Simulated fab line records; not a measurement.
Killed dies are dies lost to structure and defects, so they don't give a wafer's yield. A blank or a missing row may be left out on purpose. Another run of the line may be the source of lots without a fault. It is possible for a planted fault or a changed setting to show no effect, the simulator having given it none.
A struck lot beside a sound one + flow nand-harc + 42 out of 1159 route steps
Sound: these wafers, L582.1, L582.2, L582.5. The struck wafers were L592.4, L592.5, L592.6. The cause comes at the end.
Each step with rows lists, per side, the tool, then ch with its chambers, then its first start. Under that, the readings that differ: sound wafers + struck wafers + difference of the means + sigmas: that difference in standard deviations of wafers without a fault.
alike: words and numbers the same on both sides, and readings whose means are apart by under 2 such deviations; not compared: readings that were withheld, readings missing a value for some wafer, numbers with overlapping values and no deviation given by the record, and bounds like >300 which may hide the same value.
Wherever a step has rows on one side only, a row that says differs or no value, or a row with sigmas, the two part there. When numbers do not overlap yet have no deviation, they are printed without sigmas and do not part them. Lack of a reading on every wafer of one side parts them only where that side has two or more wafers.

NHARC_A_CONTACT_INSPECT_71:
  sound on defect-inspect-02, day 17 00:57; struck on defect-inspect-02, day 20 17:49
  alike: raw-defect-count
then, 8 steps without rows for these wafers: NHARC_A_CONTACT_DESCUM_74 (chemistry O2, time 3 s); NHARC_A_CONTACT_ETCH_75 (etches the open film in CF4, target depth 39 nm, time 65 s); NHARC_A_CONTACT_ETCH_76 (etches the open film in N2/H2, target depth 260 nm, time 475.3 s); NHARC_A_CONTACT_ETCH_77 (etches the open film in CF4/CHF3, target depth 72.6 nm, time 36.3 s); NHARC_A_CONTACT_ETCH_78 (etches the open film in O2/COS, target depth 2800 nm, time 728 s); NHARC_A_CONTACT_ETCH_124 (etches the open film in C4F8/O2/Ar, time 140 s, target depth 700 nm); NHARC_A_CONTACT_ETCH_125 (etches the open film in C4F8/O2/Ar, time 155 s, target depth 956 nm); NHARC_A_CONTACT_ETCH_126 (etches the open film in C4F8/O2/Ar, time 155 s, target depth 956 nm).
NHARC_A_CONTACT_ETCH_127: etches the open film in C4F8/O2/Ar, time 155 s, target depth 956 nm.
  sound on har-cap-etch-02 ch 0,1, day 17 03:40; struck on har-cap-etch-01 ch 0,1, day 20 20:28
  not compared: rf-hours-counter-h
then, 2 steps without rows for these wafers: NHARC_A_CONTACT_ETCH_128 (etches the open film in C4F8/O2/Ar, time 155 s, target depth 956 nm); NHARC_A_CONTACT_ETCH_129 (etches the open film in C4F8/O2/Ar, time 155 s, target depth 956 nm).
NHARC_A_CONTACT_ETCH_130: etches the open film in C4F8/O2/Ar, time 155 s, target depth 956 nm.
  sound on har-cap-etch-02 ch 0,1, day 17 04:05; struck on har-cap-etch-01 ch 0,1, day 20 20:53
  not compared: rf-hours-counter-h
then, 2 steps without rows for these wafers: NHARC_A_CONTACT_ETCH_131 (etches the open film in C4F8/O2/Ar, time 155 s, target depth 956 nm); NHARC_A_CONTACT_ETCH_132 (etches the open film in C4F8/O2/Ar, time 156 s, target depth 958 nm).
NHARC_A_CONTACT_ETCH_133: etches the open film in C4F8/O2/Ar, time 195 s, target depth 840 nm.
  sound on har-cap-etch-02 ch 0,1, day 17 04:31; struck on har-cap-etch-01 ch 0,1, day 20 21:22
  not compared: rf-hours-counter-h
then, 2 steps without rows for these wafers: NHARC_A_CONTACT_ETCH_91 (etches the open film in CH3F/O2, target depth 40 nm, time 85.7 s); NHARC_A_CONTACT_ETCH_97 (etches the open film in C4F6/O2, target depth 20 nm, time 10 s).
NHARC_A_CONTACT_CD_MEAS_80:
  sound on cd-sem-01, day 17 05:17; struck on cd-sem-01, day 20 22:10
  alike: cd-nm
then, 3 steps without rows for these wafers: NHARC_A_CONTACT_STRIP_103 (strips in N2/H2); NHARC_A_CONTACT_STRIP_104 (strips in CF4/CHF3); NHARC_A_CONTACT_STRIP_105 (strips in O2/COS).
NHARC_A_CONTACT_ETCH_106: etches the open film in CF4/O2, target depth 60 nm, overetch 6 nm, time 33 s.
  sound on rie-diel-12 ch 1,3, day 17 05:35; struck on rie-diel-12 ch 0,3, day 20 22:29
| reading    | sound             | struck               | difference | sigmas |
|------------|-------------------|----------------------|------------|--------|
| bias-w (W) | 99.52 99.82 99.90 | 100.70 100.04 100.59 | +0.70      | +2     |
  alike: drypump-motor-current-A, oes-product-au, rf-vpp-V, showerhead-plenum-p-Torr, throttle-valve-pct
  not compared: rf-hours-counter-h
then, 2 steps without rows for these wafers: NHARC_A_CONTACT_STRIP_82 (strips in O2); NHARC_A_CONTACT_STRIP_83 (strips in post etch residue remover, time 600 s).
NHARC_A_CONTACT_DEP_84: deposits aC, target thk 2000 nm.
  sound on acl-dep-03 ch 0, day 17 08:32; struck on acl-dep-03 ch 0, day 21 00:17
  alike: throttle-valve-pct
then, 11 steps without rows for these wafers: NHARC_A_CONTACT_DEP_85 (deposits SiON, target thk 50 nm); NHARC_A_CONTACT_DEHYDRATE_00 (time 120 s); NHARC_A_CONTACT_HMDS_01 (time 30 s); NHARC_A_CONTACT_COAT_86 (time 75 s); NHARC_A_CONTACT_COAT_87 (time 65 s); NHARC_A_CONTACT_COAT_02 (resist thk 90 nm); NHARC_A_CONTACT_SOFTBAKE_03 (time 55 s); NHARC_A_CONTACT_EBR_04; NHARC_A_CONTACT_EXPOSE_05 (exposes mask A CC); NHARC_A_CONTACT_PEB_06 (peb time 65 s); NHARC_A_CONTACT_DEVELOP_07 (develop time 35 s).
NHARC_A_CONTACT_CD_MEAS_08: target cd 100 nm.
  sound on cd-sem-02 ch 0, day 17 10:34; struck on cd-sem-02 ch 0, day 21 01:44
  alike: cd-nm
NHARC_A_CONTACT_OVL_MEAS_09:
  sound on overlay-02, day 17 10:39; struck on overlay-02, day 21 01:49
  alike: overlay-x-nm, overlay-y-nm
NHARC_A_CONTACT_DESCUM_13: chemistry O2, time 3 s.
  sound on rie-diel-12 ch 0,2, day 17 10:45; struck on rie-diel-03 ch 0,1,2, day 21 01:56
| reading                | sound                | struck               | difference | sigmas |
|------------------------|----------------------|----------------------|------------|--------|
| throttle-valve-pct (%) | 11.317 11.321 11.320 | 11.297 11.312 11.294 | -0.018     | -2     |
  alike: drypump-motor-current-A, oes-product-au, rf-vpp-V, showerhead-plenum-p-Torr
  not compared: rf-hours-counter-h
then, 1 step without rows for these wafers: NHARC_A_CONTACT_ETCH_88 (etches the open film in CF4, target depth 39 nm, time 65 s).
-- break in the record here, with 2 days between the starts of the struck wafers on either side (left off in module A_CONTACT, picked up again in module END, where the first step shown is number 1159 on the route) --
NHARC_END_SORT_01:
  here the record holds rows for the struck wafers (prober-01 ch 0, day 23 12:48) but none for the sound ones

WHERE THEY PART
Earliest at NHARC_A_CONTACT_ETCH_106; latest, in this record, at NHARC_END_SORT_01.

WHY: what had been put in by the simulator
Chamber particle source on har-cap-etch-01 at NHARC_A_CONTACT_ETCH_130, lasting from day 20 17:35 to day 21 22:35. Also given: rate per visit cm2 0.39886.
